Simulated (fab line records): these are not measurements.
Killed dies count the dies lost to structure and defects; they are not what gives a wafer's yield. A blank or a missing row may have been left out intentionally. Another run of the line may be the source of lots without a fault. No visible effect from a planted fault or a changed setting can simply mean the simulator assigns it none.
fab line records	flow nand-harc
record: lots: 24	wafers: 72	last-day: 33
route steps=1302 shown P_BONDPAD@371 A_ZERO_WELL@401 A_SOURCE_PLATE@420 A_CHANNEL_HOLE_D1@469
lots that met no fault: from a run of the same line without faults
start-h: start of the lot's first displayed wafer, in hours after the record's first day	wait-h: hours elapsed since this lot's preceding step	" identical to the entry in the row above	L1.1+2: one row covering several wafers at once	- no value, or no start given	* or withheld: withheld	< > ~ a bound
route shown NAME@n: NAME is a module with steps in the file, n the number in the route of the first one	usual: mean/standard deviation of fault-free wafers	same: alike in all rows	chamber/n: place in a boat	sites: readings site by site	_std_site: the values' standard deviation	_edge_site: the outer-site mean with the inner-site mean subtracted	radius-mm: how far each site lies from the wafer's centre	mask NAME#n: copy n	behind: the most recent tool/chamber to have shaped the wafer	hold: what put the lot on hold/how long, in hours/how the hold closed	device: which transistor (n, p or np) failed to switch	end of line: tests run on the same wafers once the route is complete	for a step that has no rows: nothing shown but its recipe	killed: count of dies lost to structure and defects at first sort (not the wafer's yield)	map: a wafer's dies, marking killed ones x, the rest . and places with no die _
set.NAME: setting as actually run; set.NAME@STEP: the setting as run at that earlier step	model.NAME: the simulator's own value behind a step, which no gauge read
a sample of lots followed through the steps of the route, with each step as a table and each wafer as a row
services: the hour from which a tool's chamber was out of use, counted from the record's first day as start-h (under 0 if before that day), plus the number of hours and why
== steps ==
step: NHARC_P_BONDPAD_STRIP_15
recipe: o2-flow-sccm: 500	ar-flow-sccm: 0	bias-w: 0	chemistry: O2
usual: drypump-motor-current-A: 5.9/0.43	oes-product-au: 1.005/0.01	rf-vpp-V: 57.9/0.93	showerhead-plenum-p-Torr: 3.59/0.14	throttle-valve-pct: 17.037/0.009
same: bias-w: 0
lot.wafer	tool	chamber	start-h	wait-h	drypump-motor-current-A	oes-product-au	rf-hours-counter-h	rf-vpp-V	showerhead-plenum-p-Torr	throttle-valve-pct
L074.4	rie-diel-04	3	134.67	0.1	6.1	1.014	5.7	57.1	3.78	17.039
L074.3	"	2	"	"	5.0	1.002	5.5	59.1	3.69	17.033
L074.6	"	0	"	"	5.4	1.023	-	59.8	3.70	17.050
L075.1	rie-diel-06	3	141.23	0.1	5.9	1.002	0.1	57.6	3.35	17.030
L075.4	"	0	"	"	6.1	1.014	0.1	57.3	3.44	17.046
L075.2	"	1	"	"	5.9	0.999	0.1	59.6	3.71	17.035
L076.2	rie-diel-04	3	153.19	0.1	6.1	1.019	6.3	58.1	3.78	17.031
L076.4	"	1	"	"	5.7	1.024	6.9	57.4	3.54	17.040
L076.5	"	3	"	"	6.1	1.001	-	57.8	3.78	17.032
L077.1	rie-diel-06	0	170.74	0.1	6.1	1.003	2.0	58.0	3.43	17.028
L077.6	"	3	"	"	5.9	1.001	-	57.8	3.35	17.034
L077.5	"	1	"	"	5.9	0.993	-	58.9	3.71	17.033
L078.1	rie-diel-04	1	174.54	0.1	5.7	1.017	7.9	59.3	3.54	17.045
L078.4	"	2	"	"	5.0	0.993	7.1	56.9	3.69	17.037
L078.6	"	0	"	"	5.4	1.003	-	57.9	3.69	17.023
L079.4	rie-diel-02	1	186.23	0.1	6.2	1.011	3.5	59.1	3.76	17.032
L079.2	"	2	"	"	6.4	0.995	3.4	58.3	3.49	17.040
L079.6	"	0	"	"	6.4	1.014	-	57.5	3.40	17.032
L080.3	rie-diel-04	1	194.32	0.1	5.7	1.005	0.3	56.7	3.54	17.032
L080.6	"	3	"	"	6.1	1.021	-	58.3	3.78	17.032
L080.5	"	0	"	"	5.4	1.008	-	57.1	3.69	17.036
L081.4	rie-diel-04	2	206.42	0.1	5.0	1.011	1.2	57.4	3.69	17.043
L081.6	"	3	"	"	6.1	0.994	-	58.1	3.78	17.048
L081.5	"	0	"	"	5.4	1.002	-	58.6	3.69	17.036
L082.2	rie-diel-06	2	222.74	0.1	6.6	0.989	4.4	57.6	3.49	17.051
L082.4	"	3	"	"	5.9	1.009	5.5	55.0	3.35	17.039
L082.5	"	0	"	"	6.1	1.005	-	57.9	3.43	17.050
L083.4	rie-diel-04	3	227.41	0.1	6.1	0.979	2.0	58.9	3.78	17.034
L083.2	"	1	"	"	5.7	0.980	2.5	57.7	3.54	17.029
L083.6	"	2	"	"	5.0	1.008	-	61.2	3.69	17.036
L084.2	rie-diel-04	0	241.25	0.1	5.4	1.005	3.0	59.1	3.69	17.044
L084.1	"	2	"	"	5.0	0.993	3.3	59.6	3.69	17.028
L084.4	"	3	"	"	6.1	0.994	2.6	57.9	3.78	17.035
L085.4	rie-diel-02	3	242.20	0.1	5.6	1.007	0.3	58.3	3.64	17.049
L085.3	"	1	"	"	6.2	1.012	0.3	57.7	3.75	17.032
L085.6	"	2	"	"	6.5	1.002	-	57.7	3.49	17.043
L086.1	rie-diel-02	1	251.21	0.1	6.2	1.019	0.4	59.8	3.75	17.037
L086.2	"	0	"	"	6.4	0.997	0.4	57.9	3.40	17.040
L086.6	"	1	"	"	6.2	1.023	-	57.8	3.75	17.047
L087.3	rie-diel-02	1	268.94	0.1	6.2	1.017	0.7	59.5	3.75	17.040
L087.2	"	3	"	"	5.6	1.006	0.7	57.0	3.64	17.028
L087.6	"	1	"	"	6.2	1.007	-	57.8	3.75	17.049
L088.4	rie-diel-02	3	282.10	0.1	5.6	1.003	0.9	56.9	3.64	17.032
L088.2	"	0	"	"	6.4	0.994	0.8	57.5	3.40	17.042
L088.5	"	3	"	"	5.6	1.004	-	58.5	3.64	17.039
L089.4	rie-diel-04	0	284.48	0.1	5.4	1.020	4.9	58.4	3.69	17.035
L089.3	"	2	"	"	5.0	1.011	5.1	58.2	3.69	17.053
L089.5	"	0	"	"	5.4	1.016	-	59.2	3.69	17.026
L091.4	rie-diel-02	0	305.53	0.1	6.4	1.012	1.7	57.6	3.40	17.042
L091.2	"	2	"	"	6.4	1.005	1.8	57.3	3.49	17.043
L091.6	"	3	"	"	5.6	1.021	-	57.6	3.64	17.048
L090.1	rie-diel-06	2	306.40	0.1	6.6	1.008	9.9	57.2	3.49	17.044
L090.6	"	1	"	"	5.9	1.015	-	56.9	3.70	17.035
L090.5	"	2	"	"	6.6	1.005	-	56.6	3.49	17.035
L093.1	rie-diel-02	3	321.95	0.1	5.6	0.999	2.1	59.0	3.64	17.035
L093.4	"	0	"	"	6.4	0.998	2.1	57.5	3.40	17.056
L093.2	"	1	"	"	6.2	1.005	1.4	59.1	3.75	17.031
L092.3	rie-diel-06	1	322.32	0.1	5.9	1.011	0.2	58.1	3.70	17.035
L092.2	"	2	"	"	6.6	0.992	0.2	57.6	3.49	17.030
L092.5	"	1	"	"	5.9	1.009	-	58.4	3.70	17.040
L094.2	rie-diel-06	0	337.38	0.1	6.1	1.014	0.9	58.9	3.43	17.044
L094.6	"	1	"	"	5.9	1.017	-	58.7	3.70	17.041
L094.5	"	2	"	"	6.6	0.999	-	58.3	3.48	17.042
L095.3	rie-diel-06	0	351.12	0.1	6.1	1.012	1.7	56.5	3.43	17.029
L095.6	"	0	"	"	6.1	1.010	-	58.1	3.43	17.037
L095.5	"	1	"	"	5.9	1.016	-	58.3	3.70	17.025
L096.4	rie-diel-06	0	358.78	0.1	6.1	1.011	2.4	58.7	3.43	17.018
L096.5	"	1	"	"	5.9	1.017	-	58.0	3.70	17.037
L096.6	"	2	"	"	6.7	0.997	-	57.6	3.48	17.030
L097.3	rie-diel-06	1	371.69	0.1	5.9	1.018	3.6	59.2	3.70	17.033
L097.5	"	0	"	"	6.1	0.997	-	57.4	3.43	17.044
L097.6	"	1	"	"	5.9	1.011	-	58.1	3.70	17.029
step: NHARC_P_BONDPAD_PVD_27
recipe: target-thk-a: 300	chamber-pressure-pa: 5	power-w: 5000	substrate-temp-c: 30	time-s: 20.49	material: Cu
usual: cathode-dc-power-W: 5000.0/0.91	throttle-valve-pct: 29.8/0.81
same: time-s: 20.49
lot.wafer	tool	chamber	start-h	wait-h	cathode-dc-power-W	throttle-valve-pct
L074.4	pvd-sputter-02	-	-	-	5000.6	29.4
L074.3	"	-	"	"	4999.8	30.3
L074.6	"	-	"	"	4999.3	29.6
L075.2	pvd-sputter-02	-	-	-	5001.5	30.2
L075.4	"	-	"	"	5000.0	29.6
L075.1	"	-	"	"	5000.7	29.5
L076.4	pvd-sputter-02	-	-	-	4999.6	29.7
L076.2	"	-	"	"	4998.7	29.4
L076.5	"	-	"	"	4998.8	30.5
L077.1	pvd-sputter-01	-	-	-	4999.3	30.2
L077.6	"	-	"	"	5002.0	29.3
L077.5	"	-	"	"	4999.5	29.2
L078.4	pvd-sputter-01	-	-	-	4999.3	30.1
L078.1	"	-	"	"	5001.9	29.2
L078.6	"	-	"	"	5001.0	29.1
L079.2	pvd-sputter-03	-	-	-	4999.0	30.6
L079.4	"	-	"	"	4999.5	29.0
L079.6	"	-	"	"	5000.8	28.9
L080.3	pvd-sputter-01	-	-	-	5001.2	29.1
L080.6	"	-	"	"	4999.9	30.1
L080.5	"	-	"	"	4998.5	29.0
L081.4	pvd-sputter-01	-	-	-	4998.9	29.2
L081.5	"	-	"	"	4998.8	29.2
L081.6	"	-	"	"	4999.8	30.1
L082.2	pvd-sputter-03	-	-	-	4999.1	30.6
L082.4	"	-	"	"	5000.4	29.1
L082.5	"	-	"	"	5001.2	30.7
L083.2	pvd-sputter-02	-	-	-	5000.1	31.9
L083.4	"	-	"	"	5000.9	29.3
L083.6	"	-	"	"	4998.4	30.4
L084.4	pvd-sputter-03	-	-	-	5000.3	30.6
L084.1	"	-	"	"	4999.4	28.9
L084.2	"	-	"	"	5000.5	29.0
L085.3	pvd-sputter-02	-	-	-	5000.4	30.6
L085.4	"	-	"	"	4999.4	29.4
L085.6	"	-	"	"	5001.4	31.9
L086.1	pvd-sputter-03	-	-	-	4998.7	29.2
L086.2	"	-	"	"	5000.3	28.8
L086.6	"	-	"	"	4999.7	29.4
L087.3	pvd-sputter-02	-	-	-	5000.5	29.3
L087.2	"	-	"	"	5001.0	30.6
L087.6	"	-	"	"	5000.4	31.8
L088.2	pvd-sputter-01	-	-	-	4999.6	29.1
L088.4	"	-	"	"	4998.5	29.8
L088.5	"	-	"	"	5001.0	29.4
L089.3	pvd-sputter-03	-	-	-	4999.6	30.8
L089.4	"	-	"	"	4998.9	28.9
L089.5	"	-	"	"	5000.5	29.1
L091.4	pvd-sputter-02	-	-	-	5001.1	29.2
L091.2	"	-	"	"	5000.3	29.9
L091.6	"	-	"	"	5001.3	29.4
L090.1	pvd-sputter-02	-	-	-	5002.8	30.2
L090.6	"	-	"	"	4999.5	30.7
L090.5	"	-	"	"	4999.1	29.6
L093.4	pvd-sputter-03	-	-	-	4999.8	29.0
L093.1	"	-	"	"	5001.6	28.9
L093.2	"	-	"	"	4999.4	30.5
L092.2	pvd-sputter-02	-	-	-	4999.5	30.3
L092.3	"	-	"	"	5000.0	29.8
L092.5	"	-	"	"	5000.7	30.1
L094.2	pvd-sputter-02	-	-	-	4999.4	29.3
L094.6	"	-	"	"	5000.6	30.5
L094.5	"	-	"	"	5000.0	29.6
L095.3	pvd-sputter-03	-	-	-	5000.3	29.4
L095.5	"	-	"	"	4998.9	30.6
L095.6	"	-	"	"	4999.9	28.8
L096.4	pvd-sputter-01	-	-	-	5000.3	29.4
L096.5	"	-	"	"	4999.9	29.5
L096.6	"	-	"	"	4998.3	29.3
L097.3	pvd-sputter-01	-	-	-	4998.9	29.0
L097.5	"	-	"	"	5000.1	29.5
L097.6	"	-	"	"	4999.8	29.1
step: NHARC_P_BONDPAD_INSPECT_23
usual: raw-defect-count: 373/170
lot.wafer	tool	chamber	start-h	wait-h	raw-defect-count
L074.3	defect-inspect-02	-	136.84	0.0	233
L074.4	"	-	"	"	189
L074.6	"	-	"	"	243
L075.1	defect-inspect-02	-	143.40	0.0	249
L075.2	"	-	"	"	393
L075.4	"	-	"	"	427
L076.2	defect-inspect-02	-	155.36	0.0	501
L076.4	"	-	"	"	437
L076.5	"	-	"	"	626
L077.1	defect-inspect-02	-	172.92	0.0	594
L077.5	"	-	"	"	1370
L077.6	"	-	"	"	595
L078.1	defect-inspect-02	-	176.69	0.0	237
L078.4	"	-	"	"	285
L078.6	"	-	"	"	320
L079.2	defect-inspect-01	-	188.39	0.0	297
L079.4	"	-	"	"	281
L079.6	"	-	"	"	261
L080.3	defect-inspect-02	-	196.48	0.0	742
L080.5	"	-	"	"	556
L080.6	"	-	"	"	367
L081.4	defect-inspect-02	-	208.60	0.0	424
L081.5	"	-	"	"	269
L081.6	"	-	"	"	207
L082.2	defect-inspect-01	-	224.87	0.0	253
L082.4	"	-	"	"	504
L082.5	"	-	"	"	500
L083.2	defect-inspect-01	-	229.55	0.0	397
L083.4	"	-	"	"	271
L083.6	"	-	"	"	237
L084.1	defect-inspect-01	-	243.41	0.0	232
L084.2	"	-	"	"	174
L084.4	"	-	"	"	249
L085.3	defect-inspect-02	-	244.37	0.0	176
L085.4	"	-	"	"	468
L085.6	"	-	"	"	190
L086.1	defect-inspect-01	-	253.37	0.0	316
L086.2	"	-	"	"	434
L086.6	"	-	"	"	330
L087.2	defect-inspect-01	-	271.10	0.0	482
L087.3	"	-	"	"	1358
L087.6	"	-	"	"	528
L088.2	defect-inspect-01	-	284.27	0.0	317
L088.4	"	-	"	"	462
L088.5	"	-	"	"	367
L089.3	defect-inspect-01	-	286.69	0.0	300
L089.4	"	-	"	"	414
L089.5	"	-	"	"	228
L091.2	defect-inspect-01	-	308.05	0.0	344
L091.4	"	-	"	"	279
L091.6	"	-	"	"	240
L090.1	defect-inspect-02	-	308.85	0.0	317
L090.5	"	-	"	"	370
L090.6	"	-	"	"	510
L093.1	defect-inspect-01	-	324.17	0.0	428
L093.2	"	-	"	"	367
L093.4	"	-	"	"	318
L092.2	defect-inspect-02	-	324.50	0.0	577
L092.3	"	-	"	"	432
L092.5	"	-	"	"	525
L094.2	defect-inspect-01	-	339.52	0.0	347
L094.5	"	-	"	"	297
L094.6	"	-	"	"	512
L095.3	defect-inspect-01	-	353.30	0.0	389
L095.5	"	-	"	"	400
L095.6	"	-	"	"	312
L096.4	defect-inspect-01	-	360.89	0.0	350
L096.5	"	-	"	"	541
L096.6	"	-	"	"	397
L097.3	defect-inspect-01	-	373.87	0.0	443
L097.5	"	-	"	"	378
L097.6	"	-	"	"	237
step: NHARC_A_ZERO_WELL_CD_MEAS_10
recipe: target-cd-nm: 2000	landing-energy-ev: 500
usual: cd-nm: 2000.3/1.7
lot.wafer	tool	chamber	start-h	wait-h	cd-nm
L074.3	cd-sem-03	0	138.16	-	1999.5
L074.4	"	0	"	"	1999.9
L074.6	"	0	"	"	1999.8
L075.1	cd-sem-02	0	144.58	-	2002.6
L075.2	"	0	"	"	1999.9
L075.4	"	0	"	"	2001.3
L076.2	cd-sem-01	0	156.67	-	2003.5
L076.4	"	0	"	"	2004.8
L076.5	"	0	"	"	2001.3
L077.1	cd-sem-01	0	174.25	-	1998.6
L077.5	"	0	"	"	1998.1
L077.6	"	0	"	"	1999.4
L078.1	cd-sem-02	0	177.89	-	2000.3
L078.4	"	0	"	"	2000.4
L078.6	"	0	"	"	2002.2
L079.2	cd-sem-02	0	189.66	-	2000.2
L079.4	"	0	"	"	2000.9
L079.6	"	0	"	"	2001.1
L080.3	cd-sem-03	0	197.79	-	1998.1
L080.5	"	0	"	"	1999.1
L080.6	"	0	"	"	2002.6
L081.4	cd-sem-01	0	209.91	-	2002.8
L081.5	"	0	"	"	2001.5
L081.6	"	0	"	"	2000.4
L082.2	cd-sem-03	0	226.20	-	2000.4
L082.4	"	0	"	"	2000.8
L082.5	"	0	"	"	2003.7
L083.2	cd-sem-03	0	230.73	-	2000.9
L083.4	"	0	"	"	2001.0
L083.6	"	0	"	"	2003.2
L084.1	cd-sem-01	0	244.73	-	2001.1
L084.2	"	0	"	"	2002.5
L084.4	"	0	"	"	2002.3
L085.3	cd-sem-03	0	245.68	-	2003.9
L085.4	"	0	"	"	1998.8
L085.6	"	0	"	"	1997.7
L086.1	cd-sem-02	0	254.68	-	1999.9
L086.2	"	0	"	"	2003.2
L086.6	"	0	"	"	1998.2
L087.2	cd-sem-02	0	272.41	-	1998.5
L087.3	"	0	"	"	1999.9
L087.6	"	0	"	"	1997.9
L088.2	cd-sem-03	0	285.45	-	2000.6
L088.4	"	0	"	"	1998.2
L088.5	"	0	"	"	1998.0
L089.3	cd-sem-02	0	288.02	-	2001.3
L089.4	"	0	"	"	2000.4
L089.5	"	0	"	"	2000.7
L091.2	cd-sem-03	0	309.24	-	1998.4
L091.4	"	0	"	"	1997.2
L091.6	"	0	"	"	1999.0
L090.1	cd-sem-03	0	310.16	-	1998.6
L090.5	"	0	"	"	1997.9
L090.6	"	0	"	"	1996.8
L093.1	cd-sem-01	0	325.56	-	2001.9
L093.2	"	0	"	"	2001.9
L093.4	"	0	"	"	2002.1
L092.2	cd-sem-01	0	325.89	-	1998.5
L092.3	"	0	"	"	1999.9
L092.5	"	0	"	"	1999.3
L094.2	cd-sem-03	0	340.82	-	1999.2
L094.5	"	0	"	"	1998.9
L094.6	"	0	"	"	2000.3
L095.3	cd-sem-01	0	354.49	-	2003.5
L095.5	"	0	"	"	2002.4
L095.6	"	0	"	"	2001.3
L096.4	cd-sem-03	0	362.20	-	1999.1
L096.5	"	0	"	"	2002.7
L096.6	"	0	"	"	1998.2
L097.3	cd-sem-02	0	375.30	-	2001.0
L097.5	"	0	"	"	2002.2
L097.6	"	0	"	"	2000.6
step: NHARC_A_SOURCE_PLATE_THK_MEAS_06
recipe: thk-meas-gauge: ellipsometry
usual: thk-nm: 199.4/2.3
lot.wafer	tool	chamber	start-h	wait-h	thk-nm
L074.3	film-metro-01	-	159.48	0.4	199.4
L074.4	"	-	"	"	202.4
L074.6	"	-	"	"	199.8
L075.1	film-metro-01	-	165.47	0.4	199.3
L075.2	"	-	"	"	199.3
L075.4	"	-	"	"	200.6
L076.2	film-metro-01	-	178.44	0.4	200.0
L076.4	"	-	"	"	199.7
L076.5	"	-	"	"	201.1
L077.1	film-metro-01	-	198.17	0.4	196.5
L077.5	"	-	"	"	198.8
L077.6	"	-	"	"	195.3
L078.1	film-metro-02	-	198.17	0.4	198.1
L078.4	"	-	"	"	198.1
L078.6	"	-	"	"	197.0
L079.2	film-metro-01	-	211.84	0.4	203.4
L079.4	"	-	"	"	204.2
L079.6	"	-	"	"	199.3
L080.3	film-metro-02	-	221.71	0.4	197.8
L080.5	"	-	"	"	196.9
L080.6	"	-	"	"	200.2
L081.4	film-metro-02	-	231.76	0.4	195.5
L081.5	"	-	"	"	195.1
L081.6	"	-	"	"	195.7
L082.2	film-metro-01	-	247.09	0.4	200.2
L082.4	"	-	"	"	201.1
L082.5	"	-	"	"	197.7
L083.2	film-metro-02	-	252.77	0.4	202.6
L083.4	"	-	"	"	200.4
L083.6	"	-	"	"	200.6
L084.1	film-metro-02	-	267.25	0.4	200.7
L084.2	"	-	"	"	201.0
L084.4	"	-	"	"	202.5
L085.3	film-metro-01	-	267.25	0.4	201.8
L085.4	"	-	"	"	201.7
L085.6	"	-	"	"	201.9
L086.1	film-metro-02	-	275.99	0.4	201.9
L086.2	"	-	"	"	199.6
L086.6	"	-	"	"	199.3
L087.2	film-metro-01	-	293.38	0.4	194.8
L087.3	"	-	"	"	194.0
L087.6	"	-	"	"	196.7
L088.2	film-metro-02	-	310.90	0.4	199.7
L088.4	"	-	"	"	198.6
L088.5	"	-	"	"	197.6
L089.3	film-metro-01	-	310.90	0.4	203.5
L089.4	"	-	"	"	199.0
L089.5	"	-	"	"	202.3
L090.1	film-metro-01	-	331.27	0.4	195.4
L090.5	"	-	"	"	195.2
L090.6	"	-	"	"	196.1
L091.2	film-metro-02	-	331.27	0.4	196.2
L091.4	"	-	"	"	198.2
L091.6	"	-	"	"	197.5
L092.2	film-metro-01	-	347.02	0.4	199.3
L092.3	"	-	"	"	200.9
L092.5	"	-	"	"	202.1
L093.1	film-metro-02	-	347.02	0.4	198.9
L093.2	"	-	"	"	198.0
L093.4	"	-	"	"	199.7
L094.2	film-metro-01	-	363.55	0.4	198.4
L094.5	"	-	"	"	199.2
L094.6	"	-	"	"	199.5
L095.3	film-metro-01	-	375.71	0.4	198.7
L095.5	"	-	"	"	200.6
L095.6	"	-	"	"	198.5
L096.4	film-metro-01	-	387.16	0.4	203.0
L096.5	"	-	"	"	202.8
L096.6	"	-	"	"	201.0
L097.3	film-metro-01	-	397.15	0.4	200.2
L097.5	"	-	"	"	197.7
L097.6	"	-	"	"	196.3
step: NHARC_A_CHANNEL_HOLE_D1_ETCH_16
recipe: target-depth-a: 31000	over-etch-frac: 0.3	time-s: 806	ion-energy-ev: 150	o2-flow-sccm: 400	cos-flow-sccm: 20	ar-flow-sccm: 0	rf-w: 500	bias-w: 300	chemistry: O2/COS
usual: bias-w: 299.9/0.85	cos-flow-sccm: 20.01/0.068	drypump-motor-current-A: 5.6/0.49	oes-product-au: 0.996/0.0091	rf-vpp-V: 314.1/1.7	showerhead-plenum-p-Torr: 3.12/0.11	throttle-valve-pct: 28.330/0.0093
same: time-s: 806
lot.wafer	tool	chamber	start-h	wait-h	bias-w	cos-flow-sccm	drypump-motor-current-A	oes-product-au	rf-hours-counter-h	rf-vpp-V	showerhead-plenum-p-Torr	throttle-valve-pct
L074.4	rie-diel-09	2	-	-	301.8	20.00	5.5	0.994	7	316.3	3.23	28.327
L074.3	"	3	"	"	299.8	19.96	6.6	0.990	7	314.1	3.17	28.324
L074.6	"	2	"	"	301.0	20.00	5.5	0.996	-	316.3	3.23	28.317
L075.4	rie-diel-13	1	-	-	299.9	20.01	4.8	1.001	1	315.4	3.24	28.328
L075.1	"	3	"	"	299.9	19.96	5.9	0.998	1	312.7	2.97	28.334
L075.2	"	0	"	"	301.1	20.06	5.6	0.993	1	313.7	3.11	28.341
L076.2	rie-diel-09	3	-	-	298.6	20.04	6.6	1.010	16	315.5	3.16	28.331
L076.4	"	1	"	"	300.4	19.98	5.7	0.987	15	314.7	3.13	28.327
L076.5	"	3	"	"	300.7	20.10	6.6	1.002	-	313.4	3.16	28.330
L077.1	rie-diel-13	3	-	-	299.2	19.91	6.0	0.999	2	312.8	2.97	28.330
L077.5	"	1	"	"	299.7	19.96	4.7	1.000	-	316.2	3.24	28.328
L077.6	"	2	"	"	299.1	20.07	5.6	0.995	-	311.6	2.98	28.331
L078.4	rie-diel-13	2	-	-	299.8	19.97	5.6	0.991	4	312.4	2.98	28.344
L078.1	"	0	"	"	299.3	20.00	5.6	0.994	3	313.1	3.11	28.325
L078.6	"	3	"	"	300.5	20.04	6.0	0.994	-	310.2	2.97	28.335
L079.4	rie-diel-09	3	-	-	301.3	20.00	6.6	0.999	26	314.5	3.16	28.320
L079.2	"	0	"	"	300.1	20.15	5.7	0.991	24	315.3	3.10	28.321
L079.6	"	2	"	"	299.3	20.04	5.5	1.002	-	315.9	3.23	28.332
L080.3	rie-diel-09	2	-	-	300.1	19.98	5.5	0.990	26	316.4	3.23	28.328
L080.6	"	1	"	"	299.9	20.03	5.7	0.989	-	314.3	3.12	28.331
L080.5	"	2	"	"	302.3	20.02	5.5	0.993	-	316.4	3.23	28.330
L081.4	rie-diel-09	2	-	-	300.2	20.08	5.5	0.987	32	314.4	3.22	28.335
L081.6	"	1	"	"	299.2	19.94	5.7	0.994	-	313.3	3.12	28.336
L081.5	"	2	"	"	300.5	19.97	5.5	0.999	-	316.3	3.22	28.322
L082.4	rie-diel-13	0	-	-	298.9	19.90	5.6	1.005	6	313.8	3.11	28.332
L082.2	"	1	"	"	299.5	20.04	4.8	0.997	7	315.9	3.23	28.323
L082.5	"	0	"	"	301.5	19.94	5.6	1.002	-	316.7	3.11	28.335
L083.2	rie-diel-13	2	-	-	300.3	20.14	5.6	0.995	7	312.7	2.98	28.327
L083.4	"	0	"	"	299.5	19.98	5.6	0.993	6	313.0	3.11	28.329
L083.6	"	1	"	"	300.1	19.96	4.8	1.005	-	314.4	3.23	28.327
L084.2	rie-diel-09	3	-	-	301.0	20.04	6.6	1.002	45	313.5	3.15	28.321
L084.1	"	0	"	"	299.4	20.10	5.8	0.996	39	312.8	3.09	28.335
L084.4	"	1	"	"	300.0	19.89	5.7	0.987	40	315.0	3.12	28.320
L085.3	rie-diel-09	1	-	-	300.9	20.10	5.7	0.994	40	313.0	3.12	28.341
L085.4	"	0	"	"	300.2	20.10	5.7	0.982	40	314.0	3.09	28.320
L085.6	"	2	"	"	298.5	19.92	5.5	1.002	-	315.7	3.21	28.323
L086.1	rie-diel-13	3	-	-	301.4	20.01	5.9	0.991	8	313.0	2.97	28.338
L086.2	"	0	"	"	299.9	19.93	5.6	0.985	8	315.5	3.11	28.319
L086.6	"	3	"	"	301.3	20.15	5.9	1.005	-	311.9	2.96	28.332
L087.3	rie-diel-13	0	-	-	300.9	19.89	5.6	0.995	9	313.7	3.11	28.323
L087.2	"	1	"	"	300.1	19.93	4.8	0.990	10	315.2	3.23	28.333
L087.6	"	0	"	"	298.7	19.94	5.7	0.995	-	313.0	3.11	28.318
L089.4	rie-diel-13	1	-	-	299.4	20.08	4.7	0.986	11	316.1	3.23	28.340
L089.3	"	3	"	"	300.2	20.06	5.9	0.994	11	312.2	2.96	28.340
L089.5	"	1	"	"	300.6	20.08	4.8	0.990	-	315.2	3.23	28.326
L088.2	rie-diel-03	1	-	-	299.9	19.87	6.1	1.009	13	314.9	3.09	28.335
L088.5	"	2	"	"	300.2	20.10	4.8	0.997	-	313.4	3.07	28.329
L088.4	"	3	"	"	299.4	19.89	5.7	1.012	-	316.0	3.37	28.339
L091.2	rie-diel-03	2	-	-	299.2	20.03	4.8	0.999	19	311.6	3.06	28.350
L091.4	"	3	"	"	299.2	20.00	5.7	1.015	19	317.1	3.36	28.339
L091.6	"	2	"	"	299.3	19.96	4.8	1.004	-	312.6	3.06	28.336
L090.1	rie-diel-03	2	-	-	299.9	20.00	4.8	1.000	19	313.2	3.06	28.349
L090.5	"	3	"	"	299.0	20.06	5.7	1.015	-	317.0	3.36	28.345
L090.6	"	0	"	"	298.7	19.95	5.3	1.012	-	313.0	3.05	28.340
L092.3	rie-diel-03	2	-	-	300.4	19.95	4.8	1.010	24	314.4	3.06	28.319
L092.2	"	1	"	"	301.5	20.00	6.1	1.013	27	313.6	3.09	28.325
L092.5	"	2	"	"	300.3	19.98	4.8	1.008	-	312.4	3.06	28.342
L093.2	rie-diel-13	1	-	-	301.7	20.03	4.7	0.986	1	315.4	3.23	28.319
L093.4	"	2	"	"	299.1	20.06	5.6	0.998	1	312.9	2.98	28.339
L093.1	"	3	"	"	299.7	20.04	5.9	0.993	1	311.6	2.96	28.346
L094.2	rie-diel-13	0	-	-	300.4	20.03	5.5	0.997	3	314.4	3.11	28.309
L094.5	"	3	"	"	298.6	19.91	6.0	0.992	-	313.4	2.96	28.321
L094.6	"	0	"	"	301.7	20.00	5.6	0.990	-	313.3	3.11	28.319
L095.3	rie-diel-13	1	-	-	300.4	20.06	4.8	0.995	3	317.4	3.23	28.326
L095.6	"	1	"	"	299.5	19.98	4.8	0.995	-	315.9	3.23	28.333
L095.5	"	2	"	"	298.6	20.09	5.6	0.999	-	313.2	2.98	28.345
L096.4	rie-diel-13	2	-	-	301.0	19.99	5.6	0.984	4	313.0	2.98	28.325
L096.6	"	0	"	"	298.6	20.03	5.6	0.999	-	313.8	3.11	28.321
L096.5	"	1	"	"	300.5	20.00	4.8	0.990	-	315.0	3.23	28.330
L097.3	rie-diel-09	3	-	-	300.5	20.01	6.6	0.992	35	314.0	3.12	28.322
L097.5	"	2	"	"	300.0	20.04	5.5	0.982	-	314.6	3.19	28.332
L097.6	"	3	"	"	299.5	20.03	6.6	1.002	-	314.3	3.12	28.317
== services ==
tool	chamber	start-h	hours	kind
rie-diel-06	-	130.31	9.0	pm
rie-diel-13	3	131.90	4.5	repair
rie-diel-09	-	144.42	9.0	pm
pvd-sputter-01	-	160.20	10.7	repair
rie-diel-13	-	165.00	9.0	pm
rie-diel-06	2	167.73	6.7	repair
rie-diel-04	-	177.95	9.0	pm
rie-diel-13	3	200.01	6.2	repair
rie-diel-09	1	225.39	4.6	repair
rie-diel-09	-	239.67	0.2	repair
rie-diel-06	-	242.11	1.4	repair
pvd-sputter-02	-	282.02	10.0	pm
rie-diel-13	-	284.48	3.6	repair
rie-diel-06	-	307.31	9.0	pm
pvd-sputter-02	-	308.07	3.1	repair
rie-diel-09	0	317.77	5.8	repair
rie-diel-09	-	322.47	9.0	pm
rie-diel-13	2	337.79	12.6	repair
rie-diel-13	-	342.00	9.0	pm
rie-diel-04	-	354.95	9.0	pm
rie-diel-13	3	355.59	5.7	repair
rie-diel-04	1	367.20	4.5	repair
rie-diel-04	3	376.19	2.7	repair
rie-diel-06	3	388.72	7.3	repair
== key ==
fault none
